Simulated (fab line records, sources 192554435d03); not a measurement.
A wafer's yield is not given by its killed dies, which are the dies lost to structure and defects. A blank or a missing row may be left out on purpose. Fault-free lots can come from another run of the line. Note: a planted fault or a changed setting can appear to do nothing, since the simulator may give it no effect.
fab line records	flow n5Finfet
record: lots: 6	wafers: 17	lastDay: 17
route steps=1938 shown WELL_APT@20 PASSIVATION@1936
lots that met no fault: from a run of the same line without faults
startH: hours from the record's opening day to when the first of the lot's shown wafers began	waitH: hours from the lot's prior step to this one	" as in the row above	L1.1+2: one row covering several wafers at once	- no value, or no start given	* or withheld: withheld	< > ~ a bound
route shown NAME@n: names a module that has steps shown in the file, with the first one's number in the route	usual: average and standard deviation across the fault-free wafers	same: alike in all rows	chamber/n: place in a boat	sites: per-site readings	_std_site: their standard deviation	_edge_site: outer sites' mean less inner sites'	radiusMm: how far each site lies from the wafer's centre	mask NAME#n: copy n	behind: the tool/chamber that last shaped the wafer	hold: what put the lot on hold/how long, in hours/how the hold closed	device: names the non-switching transistor (n, p or np)	end of line: tests run on the same wafers once the route is complete	where a step has no rows: the recipe by itself	killed: count of dies lost to structure and defects at first sort (not the wafer's yield)	map: shows each die of a wafer: x if killed, . if not, _ if none is there
set.NAME: the setting that was run; set.NAME@STEP: the one run at that earlier step	model.NAME: the simulator's own value behind a step, which no gauge read
certain route steps with their lots: each step a table, each wafer a row
services: a tool's chamber out of use, with start hour (startH, from the record's first day; less than 0 if before it), hours out, and reason
== steps ==
step: N5_WELL_APT_HMDS_01
recipe: timeS: 60	tempC: 120
step: N5_WELL_APT_COAT_02
recipe: spinRpm: 1357	resistThkNm: 950
step: N5_WELL_APT_EBR_04
recipe: solvent: PGMEA	ebrWidthMm: 1.5
step: N5_WELL_APT_SOFTBAKE_03
recipe: tempC: 130	timeS: 60
step: N5_WELL_APT_EXPOSE_05
recipe: maskId: NWELL	na: 0.8	sourceShape: conventional	sigmaOuter: 0.8	polarization: unpolarized	defocusNm: 0	targetCdNm: 200	doseMj: 20.3
step: N5_WELL_APT_PEB_06
recipe: pebTempC: 130	pebTimeS: 90
step: N5_WELL_APT_DEVELOP_07
recipe: developTimeS: 45	rinseLiquid: surfactantRinse	dry: airSpin	devTempC: 21
step: N5_WELL_APT_HARDBAKE_12
recipe: tempC: 130	timeS: 120
step: N5_WELL_APT_CD_MEAS_08
recipe: targetCdNm: 200	landingEnergyEv: 500	detector: seInlens
usual: cdNm: 200.2/1.8
lot.wafer	tool	chamber	startH	waitH	cdNm
L450.1	cdSem-03	0	20.28	-	200.2
L450.4	"	0	"	"	197.6
L450.5	"	0	"	"	200.7
L454.3	cdSem-01	0	43.98	-	200.8
L454.5	"	0	"	"	203.6
L454.6	"	0	"	"	202.1
L461.1	cdSem-01	0	85.68	-	200.8
L461.5	"	0	"	"	198.1
L461.6	"	0	"	"	199.2
L463.1	cdSem-02	0	97.78	-	200.3
L463.3	"	0	"	"	198.0
L463.5	"	0	"	"	201.5
L466.3	cdSem-01	0	115.90	-	199.2
L466.6	"	0	"	"	198.5
L472.1	cdSem-03	0	151.58	-	196.4
L472.2	"	0	"	"	199.9
L472.5	"	0	"	"	199.5
step: N5_WELL_APT_OVL_MEAS_09
recipe: pointsPerWafer: 44
usual: NWELL_OVL: -4/5
lot.wafer	tool	chamber	startH	waitH	NWELL_OVL[nm]
L450.1	overlay-02	0	20.31	0.0	12
L450.4	"	0	"	"	3
L450.5	"	0	"	"	0
L454.3	overlay-01	0	44.01	0.0	-3
L454.5	"	0	"	"	0
L454.6	"	0	"	"	-7
L461.1	overlay-02	0	85.71	0.0	-3
L461.5	"	0	"	"	5
L461.6	"	0	"	"	2
L463.1	overlay-02	0	97.81	0.0	-8
L463.3	"	0	"	"	-3
L463.5	"	0	"	"	4
L466.3	overlay-02	0	115.93	0.0	-6
L466.6	"	0	"	"	-3
L472.1	overlay-01	0	151.61	0.0	-1
L472.2	"	0	"	"	-3
L472.5	"	0	"	"	-1
step: N5_WELL_APT_INSPECT_10
recipe: mode: adi	inspectInstrument: macro
usual: rawDefectCount: 2.1/1.5
lot.wafer	tool	chamber	startH	waitH	rawDefectCount
L450.1	defectInspect-01	-	20.33	0.0	0
L450.4	"	-	"	"	3
L450.5	"	-	"	"	1
L454.3	defectInspect-01	-	44.04	0.0	0
L454.5	"	-	"	"	3
L454.6	"	-	"	"	2
L461.1	defectInspect-02	-	85.74	0.0	0
L461.5	"	-	"	"	0
L461.6	"	-	"	"	0
L463.1	defectInspect-02	-	97.83	0.0	1
L463.3	"	-	"	"	3
L463.5	"	-	"	"	2
L466.3	defectInspect-01	-	115.95	0.0	1
L466.6	"	-	"	"	2
L472.1	defectInspect-01	-	151.64	0.0	2
L472.2	"	-	"	"	5
L472.5	"	-	"	"	0
step: N5_WELL_APT_DESCUM_13
recipe: chemistry: O2	timeS: 7.9	sourcePowerW: 50	biasPowerW: 20	pressureMtorr: 20	rfFrequencyHz: 2.712e+07	tempC: 40	o2FlowSccm: 225
usual: drypumpMotorCurrentA: 5.8/0.41	oesProductAu: 0.77/0.081	rfVppV: 243.5/1.1	showerheadPlenumPTorr: 2.12/0.05	throttleValvePct: 20.54/0.26
lot.wafer	tool	chamber	startH	waitH	drypumpMotorCurrentA	oesProductAu	rfHoursCounterH	rfVppV	showerheadPlenumPTorr	throttleValvePct
L450.1	rieDiel-02	3	20.37	0.0	5.6	0.75	158	245.1	2.16	20.27
L450.4	"	3	"	"	5.6	0.75	-	243.9	2.16	20.29
L450.5	"	2	"	"	6.0	0.87	-	243.9	2.14	20.12
L454.3	rieDiel-01	3	44.07	0.0	5.6	0.87	68	242.8	2.14	20.75
L454.5	"	0	"	"	5.9	0.78	-	242.5	2.02	20.83
L454.6	"	3	"	"	5.6	0.87	-	244.0	2.14	20.76
L461.1	rieDiel-02	0	85.82	0.1	5.9	0.79	128	243.2	2.11	20.63
L461.5	"	1	"	"	6.3	0.97	-	243.8	2.16	20.48
L461.6	"	0	"	"	5.9	0.78	-	244.8	2.11	20.62
L463.1	rieDiel-01	2	97.86	0.0	6.5	0.70	224	244.2	2.14	20.33
L463.3	"	0	"	"	5.9	0.75	180	240.5	2.01	20.86
L463.5	"	2	"	"	6.5	0.70	-	244.7	2.14	20.34
L466.3	rieDiel-04	2	116.11	0.2	5.4	0.68	220	243.7	2.17	20.77
L466.6	"	2	"	"	5.4	0.68	-	243.6	2.17	20.79
L472.1	rieDiel-01	1	151.67	0.0	5.8	1.00	4	241.3	2.15	20.35
L472.2	"	0	"	"	5.9	0.74	204	241.1	2.01	20.91
L472.5	"	2	"	"	6.5	0.68	-	242.5	2.13	20.38
step: N5_WELL_APT_IMPLANT_14
recipe: species: P	energyKev: 160	doseCm2: 1.5e+13	tiltDeg: 0	rotationDeg: 0
usual: doseIonsCm2: 1.4997e+13/1.5e+10	faradayCurrentUA: 191/3.7
lot.wafer	tool	chamber	startH	waitH	doseIonsCm2	faradayCurrentUA
L450.1	implanter-02	0	20.47	0.1	1.4984e+13	191
L450.4	"	0	"	"	1.4967e+13	195
L450.5	"	0	"	"	1.4989e+13	189
L454.3	implanter-02	0	44.23	0.1	1.5003e+13	190
L454.5	"	0	"	"	1.4997e+13	189
L454.6	"	0	"	"	1.5001e+13	198
L461.1	implanter-02	0	85.92	0.1	2.0339e+13	254
L461.5	"	0	"	"	2.0337e+13	258
L461.6	"	0	"	"	2.0338e+13	260
L463.1	implanter-02	0	97.96	0.1	2.0332e+13	256
L463.3	"	0	"	"	2.0335e+13	254
L463.5	"	0	"	"	2.033e+13	264
L466.3	implanter-01	0	116.27	0.1	1.4984e+13	185
L466.6	"	0	"	"	1.4952e+13	187
L472.1	implanter-02	0	151.77	0.1	1.5011e+13	193
L472.2	"	0	"	"	1.4984e+13	193
L472.5	"	0	"	"	1.4993e+13	189
step: N5_WELL_APT_IMPLANT_15
recipe: species: As	energyKev: 25	doseCm2: 1.5e+13	tiltDeg: 0	rotationDeg: 0
step: N5_PASSIVATION_PROBE_49
usual: killed_at_M0_to_M3: 33/9.1	killed_at_M4_up: 14/5.6	killedAtContacts: 13/5.7	killedAtFrontEnd: 42/12	killedAtOther: 4/3	killedDies: 105/16	killedOpen: 69/11	killedShort: 34/7.5
same: grossDies: 1180	killedAtBackSide: 0
lot.wafer	tool	chamber	startH	waitH	killed_at_M0_to_M3	killed_at_M4_up	killedAtContacts	killedAtFrontEnd	killedAtOther	killedDies	killedOpen	killedShort
L450.1	prober-02	-	263.47	0.0	25	22	18	36	4	105	69	34
L450.4	prober-02	-	263.62	0.2	24	13	25	34	2	98	62	33
L450.5	prober-02	-	263.67	0.2	34	15	9	63	12	133	78	53
L454.3	prober-01	-	297.04	0.1	41	9	16	34	6	106	68	37
L454.5	prober-01	-	297.14	0.2	37	13	7	23	6	86	55	28
L454.6	prober-01	-	297.19	0.3	29	28	9	25	3	94	61	33
L461.1	prober-02	-	326.50	0.0	31	10	14	33	7	95	66	29
L461.5	prober-02	-	326.70	0.2	30	14	11	37	8	100	73	25
L461.6	prober-02	-	326.75	0.3	53	24	7	25	3	112	78	34
L463.1	prober-01	-	344.70	0.0	29	5	18	52	9	113	84	28
L463.3	prober-01	-	344.80	0.1	35	15	21	51	4	126	86	38
L463.5	prober-01	-	344.90	0.2	28	17	14	41	2	102	63	34
L466.3	prober-01	-	368.36	0.1	30	9	15	34	17	105	69	36
L466.6	prober-01	-	368.51	0.3	30	7	10	20	5	72	55	17
L472.1	prober-01	-	410.64	0.0	30	5	10	66	11	122	74	47
L472.2	prober-01	-	410.69	0.1	56	11	11	41	6	125	86	38
L472.5	prober-01	-	410.84	0.2	33	19	20	37	3	112	75	37
killed by level:class
L450.1 MOL_CONTACT_COAG:geometricParticle:open=16 BEOL_M4:geometricParticle:open=12 FIN_SAQP:geometricParticle:open=9 BEOL_M2:geometricParticle:open=9 BEOL_M0_SAQP:geometricParticle:short=5 STARTING-WAFER:geometricParticle:short=5 BEOL_M4:geometricParticle:short=4 STI_FIN_REVEAL:geometricParticle:open=4
L450.4 MOL_CONTACT_COAG:geometricParticle:open=20 GATE_CUT:geometricParticle:open=6 FIN_SAQP:geometricParticle:short=5 GATE_CUT:geometricParticle:short=5 BEOL_M0_SAQP:geometricParticle:open=5 BEOL_M0_SAQP:geometricParticle:short=5 BEOL_M8:geometricParticle:open=5 MOL_CONTACT_COAG:geometricParticle:short=4
L450.5 FIN_SAQP:geometricParticle:open=16 FIN_SAQP:geometricParticle:short=16 BEOL_M0_SAQP:geometricParticle:short=12 MOL_CONTACT_COAG:geometricParticle:open=8 STARTING-WAFER:geometricParticle:open=8 GATE_CUT:geometricParticle:short=6 PAD_METAL:geometricParticle:open=6 BEOL_M0_SAQP:geometricParticle:open=6
L454.3 MOL_CONTACT_COAG:geometricParticle:open=15 BEOL_M2:geometricParticle:open=9 BEOL_M3:geometricParticle:open=8 FIN_SAQP:geometricParticle:short=5 BEOL_M1:geometricParticle:open=5 GATE_CUT:geometricParticle:short=4 BEOL_M0_SAQP:geometricParticle:open=4 BEOL_M3:geometricParticle:short=4
L454.5 BEOL_M3:geometricParticle:open=10 BEOL_M2:geometricParticle:open=9 BEOL_M0_SAQP:geometricParticle:short=7 BEOL_M4:geometricParticle:open=5 FIN_SAQP:geometricParticle:open=4 FIN_CUT:geometricParticle:open=3 MOL_CONTACT_COAG:geometricParticle:short=3 MOL_CONTACT_COAG:geometricParticle:open=3
L454.6 MOL_CONTACT_COAG:geometricParticle:open=7 BEOL_M0_SAQP:geometricParticle:short=7 BEOL_M0_SAQP:geometricParticle:open=7 BEOL_M7:geometricParticle:open=7 BEOL_M2:geometricParticle:open=5 FIN_SAQP:geometricParticle:open=4 BEOL_M4:geometricParticle:open=4 BEOL_M7:geometricParticle:short=4
L461.1 BEOL_M0_SAQP:geometricParticle:open=12 MOL_CONTACT_COAG:geometricParticle:open=10 DUMMY_GATE:geometricParticle:open=9 FIN_SAQP:geometricParticle:open=8 BEOL_M0_SAQP:geometricParticle:short=7 BEOL_M3:geometricParticle:open=7 FIN_SAQP:geometricParticle:short=4 MOL_CONTACT_COAG:geometricParticle:short=4
L461.5 MOL_CONTACT_COAG:geometricParticle:open=10 BEOL_M4:geometricParticle:open=10 FIN_SAQP:geometricParticle:open=8 ILD0:geometricParticle:open=7 BEOL_M0_SAQP:geometricParticle:open=7 FIN_SAQP:geometricParticle:short=5 DUMMY_GATE:geometricParticle:open=5 BEOL_M3:geometricParticle:open=5
L461.6 BEOL_M0_SAQP:geometricParticle:short=13 BEOL_M4:geometricParticle:open=12 BEOL_M3:geometricParticle:open=11 BEOL_M1:geometricParticle:open=8 STI_FIN_REVEAL:geometricParticle:open=7 BEOL_M0_SAQP:geometricParticle:open=7 MOL_CONTACT_COAG:geometricParticle:open=7 BEOL_M2:geometricParticle:open=5
L463.1 FIN_SAQP:geometricParticle:open=18 MOL_CONTACT_COAG:geometricParticle:open=15 STI_FIN_REVEAL:geometricParticle:open=11 BEOL_M1:geometricParticle:open=7 BEOL_M3:geometricParticle:open=7 FIN_SAQP:geometricParticle:short=6 BEOL_M2:geometricParticle:open=5 BEOL_M3:geometricParticle:short=5
L463.3 STI_FIN_REVEAL:geometricParticle:open=29 MOL_CONTACT_COAG:geometricParticle:open=15 BEOL_M3:geometricParticle:open=12 BEOL_M2:geometricParticle:open=8 MOL_CONTACT_COAG:geometricParticle:short=6 BEOL_M0_SAQP:geometricParticle:short=6 BEOL_M5:geometricParticle:short=5 FIN_SAQP:geometricParticle:short=3
L463.5 STI_FIN_REVEAL:geometricParticle:open=10 BEOL_M2:geometricParticle:open=10 MOL_CONTACT_COAG:geometricParticle:open=9 BEOL_M3:geometricParticle:open=8 BEOL_M4:geometricParticle:open=8 FIN_SAQP:geometricParticle:short=5 MOL_CONTACT_COAG:geometricParticle:short=5 BEOL_M4:geometricParticle:short=5
L466.3 MOL_CONTACT_COAG:geometricParticle:open=13 STI_FIN_REVEAL:geometricParticle:open=8 BEOL_M2:geometricParticle:open=6 BEOL_M0_SAQP:geometricParticle:short=6 FIN_SAQP:geometricParticle:open=5 BEOL_M0:geometricParticle:open=4 BEOL_M1:geometricParticle:open=4 BEOL_M5:geometricParticle:open=4
L466.6 MOL_CONTACT_COAG:geometricParticle:open=9 BEOL_M0_SAQP:geometricParticle:short=8 BEOL_M3:geometricParticle:open=8 STI_FIN_REVEAL:geometricParticle:open=5 GATE_CUT:geometricParticle:open=4 BEOL_M0_SAQP:geometricParticle:open=4 BEOL_M4:geometricParticle:open=4 DUMMY_GATE:geometricParticle:open=3
L472.1 FIN_SAQP:geometricParticle:open=16 FIN_SAQP:geometricParticle:short=15 STI_FIN_REVEAL:geometricParticle:open=9 DUMMY_GATE:geometricParticle:open=8 BEOL_M0_SAQP:geometricParticle:short=8 MOL_CONTACT_COAG:geometricParticle:open=7 BEOL_M2:geometricParticle:open=6 BEOL_M3:geometricParticle:open=6
L472.2 FIN_SAQP:geometricParticle:open=18 BEOL_M2:geometricParticle:open=16 MOL_CONTACT_COAG:geometricParticle:open=11 BEOL_M0_SAQP:geometricParticle:open=8 FIN_SAQP:geometricParticle:short=7 BEOL_M3:geometricParticle:open=7 BEOL_M0_SAQP:geometricParticle:short=6 BEOL_M0:geometricParticle:open=6
L472.5 MOL_CONTACT_COAG:geometricParticle:open=16 FIN_SAQP:geometricParticle:open=9 BEOL_M2:geometricParticle:open=8 FIN_SAQP:geometricParticle:short=7 STI_FIN_REVEAL:geometricParticle:open=6 BEOL_M0_SAQP:geometricParticle:open=6 BEOL_M4:geometricParticle:open=6 BEOL_M1:geometricParticle:open=5
== services ==
tool	chamber	startH	hours	kind
rieDiel-04	3	0.81	2.7	repair
rieDiel-02	2	3.81	1.6	repair
rieDiel-02	0	11.73	46.7	repair
implanter-01	-	23.32	3.1	repair
rieDiel-02	2	28.82	5.0	repair
implanter-01	-	43.69	1.5	repair
implanter-02	-	49.69	4.1	repair
rieDiel-02	1	59.17	-	clean
rieDiel-02	1	59.17	-	consumableReplace:focusRing
rieDiel-02	1	59.17	15.3	scheduledDown
rieDiel-02	1	59.17	15.3	ventCycle
rieDiel-02	-	63.58	14.6	pm
rieDiel-01	-	72.88	0.5	repair
implanter-02	-	80.35	3.3	repair
rieDiel-04	0	86.02	-	clean
rieDiel-04	0	86.02	-	consumableReplace:focusRing
rieDiel-04	0	86.02	22.5	scheduledDown
implanter-02	-	89.81	2.3	repair
implanter-02	-	113.79	3.8	repair
rieDiel-01	1	118.84	-	clean
rieDiel-01	1	118.84	-	consumableReplace:focusRing
rieDiel-01	1	118.84	22.1	scheduledDown
rieDiel-01	1	118.84	22.1	ventCycle
rieDiel-04	3	133.21	1.2	repair
== key ==
firstSign: step: N5_WELL_APT_IMPLANT_14	reading: doseIonsCm2	direction: up	sigmas: 99+	usual: 1.4997e+13	struck: 2.0335e+13
effect: step: N5_WELL_APT_IMPLANT_14	reading: faradayCurrentUA	direction: up	sigmas: 18	usual: 191	struck: 258
metAt N5_WELL_APT_IMPLANT_14
struckWafers L461.1,L461.5,L461.6,L463.1,L463.3,L463.5
testerLeftOut L461,L463
onsetBetween 44.23 85.92
fault: kind: processParameterDrift	tool: implanter-02	chamber: -	onsetH: 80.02	steps: N5_WELL_APT_IMPLANT_14	channel: doseCm2	offset: 5.3422e+12	shape: step	endH: 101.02	actsIn: theseRecipesOnly	stated: 1.5e+13
testerLeftOut: of these lots the tester's yield and bins aren't shown, on N5 and GAA mostly nor the transistor test; their killed dies are dies lost to structure and defects alone, not to doping, threshold or leakage, so they don't give the yield
